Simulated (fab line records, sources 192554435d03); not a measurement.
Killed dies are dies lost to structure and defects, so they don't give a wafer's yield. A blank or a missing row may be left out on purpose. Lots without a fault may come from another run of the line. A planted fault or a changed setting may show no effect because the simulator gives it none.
Chamber matching | flow n5_finfet | N5_BEOL_M9_ETCH_65 on rie_diel-06: 4 sister chambers
The step etches SiARC in CF4, target depth 15.6 nm, time 26 s. 8 wafers are shown with their chamber, then 10 later ones without.

WAFERS WITH THEIR CHAMBER
wafer  | chamber | showerhead_plenum_p_Torr (Torr) | drypump_motor_current_A (A)
L078.2 | 2       | 2.27                            | 4.8
L079.3 | 0       | 2.19                            | 5.6
L084.2 | 2       | 2.27                            | 4.8
L084.4 | 1       | 1.98                            | 5.5
L085.2 | 1       | 1.98                            | 5.5
L085.5 | 3       | 2.10                            | 6.2
L087.1 | 3       | 2.09                            | 6.1
L087.4 | 0       | 2.19                            | 5.6

WAFERS WITHOUT THEIR CHAMBER
wafer  | showerhead_plenum_p_Torr (Torr) | drypump_motor_current_A (A)
L087.5 | 2.09                            | 6.2
L088.2 | 2.26                            | 4.8
L088.5 | 2.26                            | 4.8
L088.6 | 1.98                            | 5.5
L091.1 | 1.98                            | 5.5
L091.3 | 2.26                            | 4.8
L091.5 | 2.09                            | 6.2
L096.2 | 2.18                            | 5.6
L096.3 | 1.97                            | 5.5
L096.5 | 2.09                            | 6.2

WHICH CHAMBER EACH WENT THROUGH
wafer  | from the rows above | in truth
L087.5 | 3                   | 3
L088.2 | 2                   | 2
L088.5 | 2                   | 2
L088.6 | 1                   | 1
L091.1 | 1                   | 1
L091.3 | 2                   | 2
L091.5 | 3                   | 3
L096.2 | 0                   | 0
L096.3 | 1                   | 1
L096.5 | 3                   | 3
Placed correctly: 10 of 10. Can't be placed from these rows: 0. Placed wrongly: 0.
How it was worked out, from the rows above alone: a wafer's distance from a chamber is the root of the sum, over the readings, of the square of ((its reading less the chamber's mean) divided by the reading's scatter). The wafer belongs to the nearest chamber; if the next one is less than 2 further off, it can't be placed. A chamber's mean is the mean of its shown wafers. The scatter: the root of (the sum of the squares of (reading less its chamber's mean) over the shown wafers, divided by (wafers less chambers)).
